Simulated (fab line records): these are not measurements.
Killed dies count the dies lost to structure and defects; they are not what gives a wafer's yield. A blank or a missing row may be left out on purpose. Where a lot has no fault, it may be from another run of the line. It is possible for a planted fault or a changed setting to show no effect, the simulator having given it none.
Chamber matching || flow n5Finfet || N5_BEOL_M4_ETCH_70 on rieDiel-01: 4 sister chambers
The step etches SOC in N2/H2, target depth 80 nm, overetch 24 nm, time 130 s. 4 wafers are shown with their chamber, then 6 later ones without.

## WAFERS, EACH WITH ITS CHAMBER
{"wafer": "L182.4", "chamber": 1, "showerheadPlenumPTorr (Torr)": 2.37}
{"wafer": "L189.3", "chamber": 0, "showerheadPlenumPTorr (Torr)": 2.65}
{"wafer": "L191.1", "chamber": 2, "showerheadPlenumPTorr (Torr)": 2.70}
{"wafer": "L191.5", "chamber": 3, "showerheadPlenumPTorr (Torr)": 2.60}

## WAFERS WITHOUT THEIR CHAMBER
{"wafer": "L191.6", "showerheadPlenumPTorr (Torr)": 2.70}
{"wafer": "L193.3", "showerheadPlenumPTorr (Torr)": 2.69}
{"wafer": "L193.4", "showerheadPlenumPTorr (Torr)": 2.64}
{"wafer": "L193.6", "showerheadPlenumPTorr (Torr)": 2.69}
{"wafer": "L198.5", "showerheadPlenumPTorr (Torr)": 2.69}
{"wafer": "L198.6", "showerheadPlenumPTorr (Torr)": 2.68}

## WHICH CHAMBER EACH WENT THROUGH
{"wafer": "L191.6", "from the rows above": 2, "in truth": 2}
{"wafer": "L193.3", "from the rows above": 2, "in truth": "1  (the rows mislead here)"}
{"wafer": "L193.4", "from the rows above": 0, "in truth": 0}
{"wafer": "L193.6", "from the rows above": 2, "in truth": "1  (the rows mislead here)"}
{"wafer": "L198.5", "from the rows above": 2, "in truth": 2}
{"wafer": "L198.6", "from the rows above": "can't be placed: 2 or 0", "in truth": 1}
3 of 6 placed correctly. From these rows, 1 cannot be placed; in 0 the true chamber is one of the candidates. Placed wrongly: 2.
How it was worked out, from the rows above alone: a wafer's distance from a chamber is the root of the sum, over the readings, of the square of ((its reading less the chamber's mean) divided by the reading's scatter). If the next closest chamber is less than 2 further off than the closest, the wafer can't be placed; otherwise it belongs to the closest. The mean given for a chamber averages the wafers shown for that chamber. The scatter: root of mean squared gap, hidden wafer to nearest shown wafer, with one shown wafer a chamber.
